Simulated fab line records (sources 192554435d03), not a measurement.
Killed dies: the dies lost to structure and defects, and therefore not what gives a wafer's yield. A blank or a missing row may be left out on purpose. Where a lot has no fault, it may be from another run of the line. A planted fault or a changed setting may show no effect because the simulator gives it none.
Which of the tools did it? | flow n5 finfet | Sampling: 11 lots, 33 wafers, 5 of 1938 route steps

== WHAT THE GAUGES READ, wafer by wafer ==
N5_BEOL_M4_CD_MEAS_11: the cd target is 16.79 nm. Usual: cd nm reads 16.83 nm (standard deviation 0.23).
lot  | measured     | on        | cd nm (nm)        | flag
L783 | day 8 15:07  | cd sem-03 | 16.55 16.66 17.06 |
L785 | day 10 04:01 | cd sem-02 | 16.52 16.87 17.06 |
L786 | day 10 04:20 | cd sem-01 | 16.81 16.66 17.00 |
L790 | day 10 19:26 | cd sem-03 | 16.59 16.62 16.69 |
L791 | day 11 01:04 | cd sem-01 | 17.11 16.56 16.78 |
L792 | day 11 02:32 | cd sem-03 | 17.01 17.11 17.09 |
L794 | day 11 12:11 | cd sem-02 | 16.38 16.90 16.73 |
L802 | day 14 06:34 | cd sem-03 | 16.91 16.91 16.64 |
L788 | day 14 09:02 | cd sem-02 | 17.00 17.14 16.98 |
L806 | day 14 10:59 | cd sem-01 | 17.16 16.65 16.98 |
L803 | day 15 09:02 | cd sem-01 | 16.63 16.56 17.08 |

N5_BEOL_M4_OVL_MEAS_29. Usual: V3_OVL typically reads 0.4 nm, with standard deviation 0.66.
lot  | measured     | on         | V3_OVL (nm)    | flag
L783 | day 8 16:11  | overlay-02 | 0.1 -0.2 -0.3  |
L785 | day 10 05:11 | overlay-02 | 0.2 0.4 0.4    |
L786 | day 10 05:20 | overlay-01 | 0.4 1.1 1.6    |
L790 | day 10 20:25 | overlay-02 | 0.9 1.0 0.1    |
L791 | day 11 02:14 | overlay-02 | -0.2 -0.3 -1.0 |
L792 | day 11 03:53 | overlay-01 | 0.9 1.0 -0.2   |
L794 | day 11 13:23 | overlay-02 | 0.2 1.4 0.8    |
L802 | day 14 07:32 | overlay-02 | -0.4 0.1 0.0   |
L788 | day 14 10:11 | overlay-01 | 0.3 0.4 0.5    |
L806 | day 14 11:55 | overlay-01 | 0.5 0.9 1.0    |
L803 | day 15 09:57 | overlay-01 | 1.5 0.3 0.8    |

N5_BEOL_M4_RC_MEAS_101. Usual: DIBL_N 36.0 mV/V, standard deviation 1.3; DIBL_P 36.2 mV/V, standard deviation 1.7; IOFF_N 0.155 nA/um, standard deviation 0.024; IOFF_P 0.21 nA/um, standard deviation 0.034; ION_N 674 uA/um, standard deviation 9; ION_P 463 uA/um, standard deviation 7.1; SS_N 71.4 mV/dec, standard deviation 0.5; SS_P 73.4 mV/dec, standard deviation 0.57; VT_N 250.0 mV, standard deviation 2.8; VT_P -251 mV, standard deviation 3.2.
lot  | measured     | on        | DIBL_N (mV/V)  | DIBL_P (mV/V)  | IOFF_N (nA/um)    | IOFF_P (nA/um) | ION_N (uA/um) | ION_P (uA/um) | SS_N (mV/dec)  | SS_P (mV/dec)  | VT_N (mV)         | VT_P (mV)      | flag
L783 | day 9 19:06  | prober-01 | 34.4 32.8 34.7 | 34.2 32.1 34.6 | 0.113 0.097 0.123 | 0.17 0.14 0.18 | 654 654 664   | 457 454 460   | 70.8 70.5 71.1 | 72.5 72.9 73.6 | 255.3 255.2 254.6 | -254 -256 -253 |
L785 | day 11 09:54 | prober-01 | 35.8 35.7 37.3 | 35.3 35.4 37.0 | 0.143 0.144 0.171 | 0.18 0.19 0.20 | 675 675 680   | 457 458 459   | 71.1 70.8 71.6 | 72.9 73.4 73.3 | 250.7 251.6 249.7 | -252 -252 -251 |
L786 | day 11 12:30 | prober-02 | 35.3 37.4 35.4 | 33.8 36.0 33.4 | 0.133 0.164 0.134 | 0.19 0.22 0.19 | 674 681 665   | 466 467 463   | 71.6 71.4 71.7 | 72.8 73.2 73.0 | 251.5 247.7 251.1 | -251 -250 -251 |
L790 | day 12 05:06 | prober-01 | 37.7 35.2 38.3 | 38.9 34.5 39.2 | 0.166 0.118 0.181 | 0.21 0.15 0.22 | 681 655 676   | 468 447 467   | 72.4 71.3 71.6 | 73.9 72.2 73.0 | 249.4 251.3 248.6 | -251 -257 -251 |
L791 | day 12 11:48 | prober-02 | 36.0 35.0 35.2 | 37.5 35.7 36.4 | 0.157 0.144 0.153 | 0.21 0.18 0.19 | 672 667 678   | 459 452 462   | 71.7 71.4 70.7 | 73.4 73.0 74.2 | 250.7 251.3 250.9 | -251 -252 -251 |
L792 | day 12 12:08 | prober-01 | 37.8 35.8 36.3 | 37.2 35.1 35.3 | 0.186 0.156 0.159 | 0.20 0.18 0.18 | 682 681 671   | 457 458 460   | 72.0 70.8 70.4 | 73.3 73.1 73.6 | 248.8 248.2 250.2 | -254 -255 -255 |
L794 | day 13 01:10 | prober-01 | 35.9 33.2 36.0 | 37.4 34.1 37.1 | 0.173 0.126 0.177 | 0.21 0.17 0.22 | 678 670 688   | 460 463 471   | 71.4 70.8 71.2 | 73.1 72.8 73.1 | 248.6 253.2 248.4 | -249 -251 -249 |
L802 | day 14 15:31 | prober-01 | 36.7 37.5 36.4 | 36.2 37.5 36.1 | 0.164 0.180 0.156 | 0.24 0.26 0.23 | 680 683 680   | 473 476 472   | 72.1 72.1 72.2 | 73.5 74.1 73.3 | 250.9 251.2 250.9 | -246 -246 -247 |
L788 | day 15 11:17 | prober-02 | 36.1 36.3 34.5 | 37.0 37.2 35.2 | 0.162 0.155 0.132 | 0.20 0.20 0.18 | 674 663 660   | 458 451 453   | 71.9 71.7 71.2 | 73.4 72.9 73.7 | 249.5 251.1 252.5 | -251 -254 -254 |
L806 | day 15 11:43 | prober-01 | 35.7 34.8 34.3 | 34.9 34.3 34.5 | 0.135 0.120 0.121 | 0.20 0.19 0.19 | 676 668 664   | 464 464 464   | 70.9 71.0 70.4 | 73.0 72.4 72.5 | 251.9 255.6 253.3 | -251 -249 -250 |
L803 | day 16 09:26 | prober-01 | 34.5 36.4 35.0 | 35.1 37.7 35.5 | 0.136 0.172 0.146 | 0.18 0.22 0.19 | 669 680 671   | 456 468 467   | 70.9 71.4 71.5 | 73.0 73.1 72.6 | 251.0 246.8 249.7 | -253 -251 -251 |

== WHICH TOOL RAN EACH LOT (tool, then ch and the chambers of the sampled wafers, then the start) ==
lot  | N5_BEOL_M3_PRE_CLEAN_60          | N5_BEOL_M4_COAT_22
L783 | cvd co-01 ch 1,2, day 8 14:14    | litho track-02 ch 0, day 8 15:49
L785 | cvd co-01 ch 0,1,2, day 10 01:08 | litho track-03 ch 0, day 10 04:45
L786 | cvd co-01 ch 0,1,2, day 10 01:29 | litho track-03 ch 0, day 10 04:59
L790 | cvd co-01 ch 0,1,2, day 10 18:19 | litho track-03 ch 0, day 10 20:03
L791 | cvd co-01 ch 0,1, day 10 22:32   | litho track-02 ch 0, day 11 01:45
L792 | cvd co-01 ch 0,1,2, day 11 01:26 | litho track-02 ch 0, day 11 03:27
L794 | cvd co-02 ch 0,2, day 11 11:02   | litho track-02 ch 0, day 11 12:56
L802 | cvd co-01 ch 0,1,2, day 14 05:10 | litho track-03 ch 0, day 14 07:13
L788 | cvd co-02 ch 0,1,2, day 14 06:47 | litho track-02 ch 0, day 14 09:45
L806 | cvd co-01 ch 0,2, day 14 09:05   | litho track-05 ch 0, day 14 11:35
L803 | cvd co-02 ch 0,2, day 15 08:09   | litho track-03 ch 0, day 15 09:38
- N5_BEOL_M3_PRE_CLEAN_60: time 15 s.
- N5_BEOL_M4_COAT_22: resist thk 30 nm.

== WHAT THE TOOLS THEMSELVES READ (means of the sampled wafers that have a number; where no wafer has one, the mark that the record gives instead) ==
N5_BEOL_M3_PRE_CLEAN_60. Usual: heater power w reads 91 W (standard deviation 7.2).
lot  | tool      | heater power w (W) | flag
L783 | cvd co-01 | 88                 |
L785 | cvd co-01 | 91                 |
L786 | cvd co-01 | 90                 |
L790 | cvd co-01 | 92                 |
L791 | cvd co-01 | 93                 |
L792 | cvd co-01 | 92                 |
L794 | cvd co-02 | 94                 |
L802 | cvd co-01 | 93                 |
L788 | cvd co-02 | 93                 |
L806 | cvd co-01 | 92                 |
L803 | cvd co-02 | 89                 |

N5_BEOL_M4_COAT_22. Usual: spin speed rpm reads 1500.0 rpm (standard deviation 0.87).
lot  | tool           | spin speed rpm (rpm) | flag
L783 | litho track-02 | 1500.7               |
L785 | litho track-03 | 1500.2               |
L786 | litho track-03 | 1500.9               |
L790 | litho track-03 | 1499.6               |
L791 | litho track-02 | 1498.6               |
L792 | litho track-02 | 1500.5               |
L794 | litho track-02 | 1500.4               |
L802 | litho track-03 | 1716.6               | OFF
L788 | litho track-02 | 1499.9               |
L806 | litho track-05 | 1499.9               |
L803 | litho track-03 | 1717.4               | OFF

== THE ANSWER, worked out from the rows above alone ==
Rule: a lot is off if the mean of its wafers that have a number lies more than 3 standard deviations from the usual mean. A lot without any number at a reading at which 4 lots or more have one is off too. The other lots that the step has rows for count as sound. After the gauges, taken in route order, come the tools' own readings; for these a lot's mean is taken, as printed above. The first step at which some lot is off is used, and at that step the reading that is off furthest; a lot without a number counts as furthest.
Off: L802, L803 (N5_BEOL_M4_COAT_22, spin speed rpm).
A tool fits if, at that step or a process step before it, it ran every lot that is off, and no sound lot after the first of them. One fits: N5_BEOL_M4_COAT_22 on litho track-03. Its last sound lot is L790 (day 10 20:03), its first lot that is off L802 (day 14 07:13): a fault that began between those two fits.
The tool's own readings at N5_BEOL_M4_COAT_22 bear it out: on the lots that are off they differ by more than 5 times the standard deviation of the sound lots' means. spin speed rpm reads 1717.0 rpm there against 1500.1 rpm on the sound lots.

== WHAT THE SIMULATOR HAD PUT IN ==
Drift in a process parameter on litho track-03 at N5_BEOL_M4_COAT_22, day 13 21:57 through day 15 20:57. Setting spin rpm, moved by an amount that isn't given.
Lots struck among those shown: L802, L803. The rule above found the same.
